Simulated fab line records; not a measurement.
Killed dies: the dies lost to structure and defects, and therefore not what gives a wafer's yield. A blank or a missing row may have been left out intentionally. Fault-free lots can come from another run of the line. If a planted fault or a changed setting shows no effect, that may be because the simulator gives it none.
Which of the tools did it? -- flow nand_harc -- 63 wafers from 21 lots sampled at 6 of the route's 1302 steps

## WHAT THE GAUGES READ, wafer by wafer
The record holds no reading of a measuring or inspecting step that can be judged against a usual standard deviation.

## WHAT TOOL EACH LOT RAN ON (gives the tool, then ch and the chambers of the sampled wafers, and finally the start)
lot,NHARC_P_ZERO_WELL_ETCH_62,NHARC_P_ZERO_WELL_DESCUM_54,NHARC_P_GATE_ETCHBACK_37,NHARC_P_GATE_STRIP_111,NHARC_P_CONTACT_ETCH_35,NHARC_P_CONTACT_ETCH_31
L074,"rie_diel-04 ch 0,1,3, day 2 01:47 or earlier","rie_diel-04 ch 1,3, day 2 01:47","rie_diel-03 ch 0,1,3, day 5 09:23 or earlier","plasma_asher-02 ch 0,1, day 5 09:23","rie_diel-12 ch 1,2, day 5 17:20","rie_diel-12 ch 0,1,2, no start"
L075,"rie_diel-13 ch 0,1,3, day 2 11:58 or earlier","rie_diel-01 ch 0,2, day 2 11:58","rie_diel-05 ch 0,3, day 6 00:01 or earlier","plasma_asher-02 ch 0,1, day 6 00:01","rie_diel-10 ch 0,1,2, day 6 07:52","rie_diel-10 ch 0,2,3, no start"
L076,"rie_diel-13 ch 1,2,3, day 2 22:02 or earlier","rie_diel-04 ch 0,1,2, day 2 22:02","rie_diel-05 ch 0,1,3, day 6 09:08 or earlier","plasma_asher-01 ch 0,1, day 6 09:08","rie_diel-12 ch 1,2,3, day 6 16:44","rie_diel-12 ch 0,1,2, no start"
L077,"rie_diel-13 ch 0,2,3, day 3 08:03 or earlier","rie_diel-13 ch 0,1,2, day 3 08:03","rie_diel-05 ch 2,3, day 6 21:41 or earlier","plasma_asher-01 ch 0,1, day 6 21:41","rie_diel-10 ch 1,2, day 7 05:23","rie_diel-10 ch 0,3, no start"
L078,"rie_diel-13 ch 1,2,3, day 3 17:51 or earlier","rie_diel-13 ch 0,1,2, day 3 17:51","rie_diel-03 ch 0,2,3, day 7 05:25 or earlier","plasma_asher-01 ch 0,1, day 7 05:25","rie_diel-06 ch 0,1,2, day 7 13:13","rie_diel-06 ch 1,2,3, no start"
L080,"rie_diel-01 ch 0,1,2, day 4 13:44 or earlier","rie_diel-01 ch 0,2,3, day 4 13:44","rie_diel-05 ch 1,2, day 7 19:56 or earlier","plasma_asher-01 ch 0, day 7 19:56","rie_diel-10 ch 1,2, day 8 05:00","rie_diel-10 ch 0,1, no start"
L081,"rie_diel-13 ch 0,1,3, day 4 23:53 or earlier","rie_diel-01 ch 2,3, day 4 23:53","rie_diel-08 ch 0,1, day 8 18:47 or earlier","plasma_asher-02 ch 0,1, day 8 18:47","rie_diel-10 ch 1,2,3, day 9 02:52","rie_diel-10 ch 1,2,3, no start"
L082,"rie_diel-13 ch 0,2,3, day 5 09:55 or earlier","rie_diel-04 ch 0,1,3, day 5 09:55","rie_diel-03 ch 0,2,3, day 8 18:38 or earlier","plasma_asher-01 ch 0,1, day 8 18:38","rie_diel-06 ch 0,2, day 9 02:05","rie_diel-06 ch 1,2, no start"
L083,"rie_diel-13 ch 0,1,3, day 5 19:58 or earlier","rie_diel-13 ch 1,2,3, day 5 19:58","rie_diel-05 ch 0,1,2, day 9 10:13 or earlier","plasma_asher-01 ch 0,1, day 9 10:13","rie_diel-12 ch 1,2, day 9 18:26","rie_diel-12 ch 0,2, no start"
L084,"rie_diel-13 ch 0,2,3, day 6 05:45 or earlier","rie_diel-01 ch 1,2,3, day 6 05:45","rie_diel-08 ch 0,1,2, day 9 20:09 or earlier","plasma_asher-01 ch 0,1, day 9 20:09","rie_diel-06 ch 1,2,3, day 10 03:56","rie_diel-06 ch 1,2,3, no start"
L086,"rie_diel-04 ch 0,1,3, day 7 01:50 or earlier","rie_diel-01 ch 0,3, day 7 01:50","rie_diel-05 ch 0,3, day 10 10:50 or earlier","plasma_asher-01 ch 0,1, day 10 10:50","rie_diel-10 ch 0,1,3, day 10 18:35","rie_diel-10 ch 0,1, no start"
L087,"rie_diel-04 ch 0,3, day 7 11:51 or earlier","rie_diel-01 ch 0,2, day 7 11:51","rie_diel-03 ch 1,2,3, day 11 14:19 or earlier","plasma_asher-01 ch 0,1, day 11 14:19","rie_diel-06 ch 1,2, day 11 22:29","rie_diel-06 ch 0,1,2, no start"
L088,"rie_diel-01 ch 0,1,2, day 7 21:54 or earlier","rie_diel-01 ch 0,1,2, day 7 21:54","rie_diel-05 ch 1,2,3, day 11 17:08 or earlier","plasma_asher-01 ch 0,1, day 11 17:08","rie_diel-10 ch 0,1,2, day 12 00:54","rie_diel-10 ch 0,1,2, no start"
L089,"rie_diel-01 ch 1,3, day 8 07:54 or earlier","rie_diel-13 ch 1,3, day 8 07:54","rie_diel-08 ch 0,2, day 11 20:04 or earlier","plasma_asher-02 ch 0, day 11 20:04","rie_diel-12 ch 0,1,2, day 12 03:40","rie_diel-12 ch 0,2,3, no start"
L090,"rie_diel-01 ch 1,2,3, day 8 18:07 or earlier","rie_diel-13 ch 1,2, day 8 18:07","rie_diel-03 ch 0,2, day 12 05:02 or earlier","plasma_asher-02 ch 0,1, day 12 05:02","rie_diel-06 ch 1,2,3, day 12 12:55","rie_diel-06 ch 1,2, no start"
L091,"rie_diel-04 ch 1,2,3, day 9 04:04 or earlier","rie_diel-04 ch 0,3, day 9 04:04","rie_diel-08 ch 1,2, day 12 17:54 or earlier","plasma_asher-02 ch 0,1, day 12 17:54","rie_diel-12 ch 0,1,2, day 13 01:48","rie_diel-12 ch 1,2,3, no start"
L092,"rie_diel-01 ch 0,3, day 9 14:24 or earlier","rie_diel-04 ch 0,2,3, day 9 14:24","rie_diel-08 ch 0,1, day 13 05:20 or earlier","plasma_asher-02 ch 0,1, day 13 05:20","rie_diel-06 ch 0,2,3, day 13 12:59","rie_diel-06 ch 1,2, no start"
L094,"rie_diel-04 ch 0,1, day 10 09:49 or earlier","rie_diel-01 ch 0,1, day 10 09:49","rie_diel-03 ch 0,2,3, day 13 20:59 or earlier","plasma_asher-02 ch 0,1, day 13 20:59","rie_diel-06 ch 0,1,2, day 14 04:46","rie_diel-06 ch 0,1,3, no start"
L095,"rie_diel-04 ch 0,1,3, day 10 19:55 or earlier","rie_diel-13 ch 0,1,3, day 10 19:55","rie_diel-05 ch 0,1,3, day 14 08:58 or earlier","plasma_asher-02 ch 0,1, day 14 08:58","rie_diel-12 ch 0,1,3, day 14 16:46","rie_diel-12 ch 1,2,3, no start"
L096,"rie_diel-01 ch 0,1,2, day 11 05:50 or earlier","rie_diel-04 ch 0,3, day 11 05:50","rie_diel-08 ch 1,3, day 14 16:39 or earlier","plasma_asher-01 ch 0,1, day 14 16:39","rie_diel-06 ch 2,3, day 15 00:27","rie_diel-06 ch 0,1,3, no start"
L097,"rie_diel-01 ch 0,2, day 11 17:50 or earlier","rie_diel-01 ch 0,2,3, day 11 17:50","rie_diel-08 ch 1,3, day 15 05:02 or earlier","plasma_asher-02 ch 1, day 15 05:02","rie_diel-06 ch 2,3, day 15 12:41","rie_diel-06 ch 1,3, no start"
- NHARC_P_ZERO_WELL_ETCH_62: etches the open film in CHF3/Ar, target depth 13 nm, time 6.5 s.
- NHARC_P_ZERO_WELL_DESCUM_54: chemistry O2, time 3 s.
- NHARC_P_GATE_ETCHBACK_37: etches the open film in CHF3/O2, target depth 34.5 nm, time 17.2 s.
- NHARC_P_GATE_STRIP_111: strips in N2/H2, time 250 s.
- NHARC_P_CONTACT_ETCH_35: etches the open film in CF4, target depth 39 nm, time 65 s.
- NHARC_P_CONTACT_ETCH_31: etches the open film in CH3F/O2, target depth 30 nm, time 85.7 s.

## AS READ BY THE TOOLS THEMSELVES (means over the sampled wafers that have a number; for cases with no such wafer, the mark the record gives instead)
NHARC_P_ZERO_WELL_ETCH_62.
lot,tool,drypump_motor_current_A (A),oes_product_au (a.u.),rf_vpp_V (V),showerhead_plenum_p_Torr (Torr),throttle_valve_pct (%)
L074,rie_diel-04,5.9,0.978,369.5,2.29,20.213
L075,rie_diel-13,6.1,0.975,369.6,2.31,20.216
L076,rie_diel-13,5.9,0.960,368.4,2.23,20.225
L077,rie_diel-13,5.7,0.961,370.6,2.34,20.214
L078,rie_diel-13,5.9,0.959,368.4,2.23,20.217
L080,rie_diel-01,5.8,0.973,372.9,2.44,20.218
L081,rie_diel-13,6.1,0.971,369.7,2.30,20.212
L082,rie_diel-13,5.7,0.975,371.0,2.34,20.211
L083,rie_diel-13,6.1,0.950,369.2,2.30,20.217
L084,rie_diel-13,5.7,0.927,370.1,2.34,20.217
L086,rie_diel-04,5.9,0.975,369.1,2.28,20.210
L087,rie_diel-04,5.7,0.981,369.8,2.32,20.208
L088,rie_diel-01,5.8,0.971,372.4,2.43,20.221
L089,rie_diel-01,5.6,0.970,372.9,2.42,20.216
L090,rie_diel-01,5.8,0.968,371.6,2.39,20.222
L091,rie_diel-04,6.0,0.967,370.6,2.36,20.218
L092,rie_diel-01,5.2,0.971,373.3,2.48,20.215
L094,rie_diel-04,5.7,0.967,370.4,2.35,20.215
L095,rie_diel-04,5.9,0.967,372.0,2.39,20.212
L096,rie_diel-01,5.8,0.949,373.0,2.42,20.222
L097,rie_diel-01,6.1,0.974,371.5,2.38,20.220

NHARC_P_ZERO_WELL_DESCUM_54.
lot,tool,drypump_motor_current_A (A),oes_product_au (a.u.),rf_vpp_V (V),showerhead_plenum_p_Torr (Torr),throttle_valve_pct (%)
L074,rie_diel-04,6.1,0.999,57.0,1.81,11.316
L075,rie_diel-01,5.6,1.002,58.7,2.02,11.317
L076,rie_diel-04,5.7,1.002,58.2,1.90,11.316
L077,rie_diel-13,5.9,1.010,57.7,1.91,11.312
L078,rie_diel-13,5.9,1.011,57.8,1.91,11.312
L080,rie_diel-01,5.7,1.000,58.5,1.99,11.311
L081,rie_diel-01,6.1,1.000,57.3,1.93,11.317
L082,rie_diel-04,5.9,1.005,56.9,1.86,11.314
L083,rie_diel-13,5.9,1.009,57.5,1.81,11.307
L084,rie_diel-01,5.8,1.003,58.0,1.96,11.313
L086,rie_diel-01,5.1,1.010,57.9,2.04,11.314
L087,rie_diel-01,5.6,1.013,58.1,2.01,11.309
L088,rie_diel-01,5.7,1.005,58.1,1.98,11.316
L089,rie_diel-13,6.3,1.002,57.2,1.77,11.314
L090,rie_diel-13,5.8,0.995,57.2,1.83,11.310
L091,rie_diel-04,5.7,0.982,58.2,1.99,11.306
L092,rie_diel-04,5.7,0.997,58.0,1.97,11.304
L094,rie_diel-01,5.3,1.015,58.1,2.04,11.312
L095,rie_diel-13,6.1,1.005,58.6,1.87,11.326
L096,rie_diel-04,6.0,0.992,58.7,2.03,11.318
L097,rie_diel-01,5.6,0.996,57.5,1.97,11.311

NHARC_P_GATE_ETCHBACK_37.
lot,tool,drypump_motor_current_A (A),oes_product_au (a.u.),rf_vpp_V (V),showerhead_plenum_p_Torr (Torr),throttle_valve_pct (%)
L074,rie_diel-03,5.5,0.940,374.0,2.53,20.566
L075,rie_diel-05,5.5,0.921,370.2,2.33,20.575
L076,rie_diel-05,5.7,0.927,370.5,2.37,20.580
L077,rie_diel-05,5.5,0.915,370.1,2.38,20.565
L078,rie_diel-03,5.9,0.932,371.2,2.46,20.573
L080,rie_diel-05,5.9,0.930,370.6,2.39,20.576
L081,rie_diel-08,5.8,0.990,370.4,2.37,20.576
L082,rie_diel-03,5.9,1.011,371.2,2.45,20.571
L083,rie_diel-05,5.9,0.937,368.8,2.36,20.577
L084,rie_diel-08,5.7,0.917,370.3,2.38,20.580
L086,rie_diel-05,5.4,0.917,369.2,2.36,20.575
L087,rie_diel-03,6.0,0.929,373.8,2.48,20.571
L088,rie_diel-05,5.8,0.944,371.1,2.39,20.580
L089,rie_diel-08,5.7,0.912,370.7,2.38,20.576
L090,rie_diel-03,5.3,0.941,372.1,2.45,20.579
L091,rie_diel-08,5.7,0.921,371.2,2.39,20.573
L092,rie_diel-08,5.7,0.923,370.6,2.38,20.570
L094,rie_diel-03,5.9,1.001,371.5,2.45,20.580
L095,rie_diel-05,5.8,0.962,369.9,2.37,20.572
L096,rie_diel-08,5.8,0.918,370.7,2.40,20.572
L097,rie_diel-08,5.8,0.922,370.4,2.40,20.576

NHARC_P_GATE_STRIP_111.
lot,tool,drypump_motor_current_A (A),heater_power_w (W)
L074,plasma_asher-02,5.3,90
L075,plasma_asher-02,5.3,89
L076,plasma_asher-01,6.1,93
L077,plasma_asher-01,6.0,93
L078,plasma_asher-01,6.3,100
L080,plasma_asher-01,5.8,89
L081,plasma_asher-02,5.4,85
L082,plasma_asher-01,6.3,100
L083,plasma_asher-01,6.3,99
L084,plasma_asher-01,6.3,100
L086,plasma_asher-01,6.3,101
L087,plasma_asher-01,6.1,95
L088,plasma_asher-01,6.1,97
L089,plasma_asher-02,5.6,81
L090,plasma_asher-02,5.4,86
L091,plasma_asher-02,5.4,85
L092,plasma_asher-02,5.4,86
L094,plasma_asher-02,5.4,86
L095,plasma_asher-02,5.4,85
L096,plasma_asher-01,6.1,96
L097,plasma_asher-02,5.1,98

NHARC_P_CONTACT_ETCH_35.
lot,tool,drypump_motor_current_A (A),oes_product_au (a.u.),rf_vpp_V (V),showerhead_plenum_p_Torr (Torr),throttle_valve_pct (%)
L074,rie_diel-12,6.0,1.017,151.1,1.80,13.289
L075,rie_diel-10,5.9,1.001,151.1,1.78,13.284
L076,rie_diel-12,5.6,0.995,152.0,1.81,13.281
L077,rie_diel-10,5.8,1.006,149.9,1.72,13.282
L078,rie_diel-06,5.7,0.999,149.7,1.69,13.291
L080,rie_diel-10,5.8,1.018,150.0,1.72,13.284
L081,rie_diel-10,5.9,1.016,152.1,1.75,13.286
L082,rie_diel-06,5.6,1.012,150.2,1.69,13.279
L083,rie_diel-12,6.0,1.006,152.2,1.80,13.276
L084,rie_diel-06,5.7,0.996,151.1,1.76,13.273
L086,rie_diel-10,6.0,1.021,152.0,1.80,13.282
L087,rie_diel-06,5.7,0.991,149.8,1.68,13.285
L088,rie_diel-10,5.9,1.002,150.1,1.78,13.280
L089,rie_diel-12,5.5,1.005,151.8,1.75,13.283
L090,rie_diel-06,5.7,1.004,151.4,1.75,13.293
L091,rie_diel-12,5.5,0.990,151.3,1.75,13.297
L092,rie_diel-06,5.6,1.001,150.8,1.76,13.281
L094,rie_diel-06,5.6,1.005,149.9,1.69,13.287
L095,rie_diel-12,5.2,1.006,151.3,1.77,13.278
L096,rie_diel-06,5.8,1.008,151.2,1.77,13.283
L097,rie_diel-06,5.7,1.003,151.3,1.77,13.270

NHARC_P_CONTACT_ETCH_31.
lot,tool,drypump_motor_current_A (A),oes_product_au (a.u.),rf_vpp_V (V),showerhead_plenum_p_Torr (Torr),throttle_valve_pct (%)
L074,rie_diel-12,5.5,0.990,244.5,2.44,20.664
L075,rie_diel-10,6.0,0.987,245.1,2.51,20.663
L076,rie_diel-12,5.5,0.989,244.3,2.44,20.658
L077,rie_diel-10,6.1,0.983,246.1,2.55,20.664
L078,rie_diel-06,5.7,0.974,243.9,2.44,20.667
L080,rie_diel-10,5.9,0.962,245.6,2.55,20.667
L081,rie_diel-10,5.9,1.002,244.2,2.43,20.666
L082,rie_diel-06,5.8,0.979,242.4,2.36,20.663
L083,rie_diel-12,5.7,0.976,244.6,2.44,20.664
L084,rie_diel-06,5.7,0.979,244.1,2.44,20.658
L086,rie_diel-10,6.0,1.003,244.4,2.46,20.663
L087,rie_diel-06,5.7,0.962,242.4,2.34,20.666
L088,rie_diel-10,5.9,0.979,244.1,2.47,20.667
L089,rie_diel-12,5.3,0.984,243.8,2.46,20.667
L090,rie_diel-06,5.7,0.968,242.9,2.33,20.669
L091,rie_diel-12,5.6,0.988,245.2,2.51,20.664
L092,rie_diel-06,5.8,0.975,242.5,2.36,20.667
L094,rie_diel-06,5.6,0.992,243.8,2.41,20.669
L095,rie_diel-12,5.6,0.967,244.5,2.51,20.662
L096,rie_diel-06,5.6,0.985,243.5,2.41,20.671
L097,rie_diel-06,5.6,0.976,244.6,2.51,20.665

## THE ANSWER, worked out from the rows above alone
Rule: the lots themselves supply what counts as usual. The widest of any qualifying gaps counts: lots, ordered by their means at a reading, are off when they make up no more than a third of the lots, leave a main group of 4 or more, and stand apart from it by 3 or more times the standard deviation of that group's means. The tables above print the reading to a certain number of digits; a main group whose means all agree to those digits is not used. A lot without any number at a reading at which 4 lots or more have one is off too. Any other lot the step has rows for is counted as sound. After the gauges, taken in route order, come the tools' own readings; for these a lot's mean is taken, as printed above. The first step at which some lot is off is used, and at that step the reading that is off furthest; a lot without a number counts as furthest.
Nothing can be told from this: no lot is off at any reading shown.

## WHAT HAD BEEN PUT IN BY THE SIMULATOR
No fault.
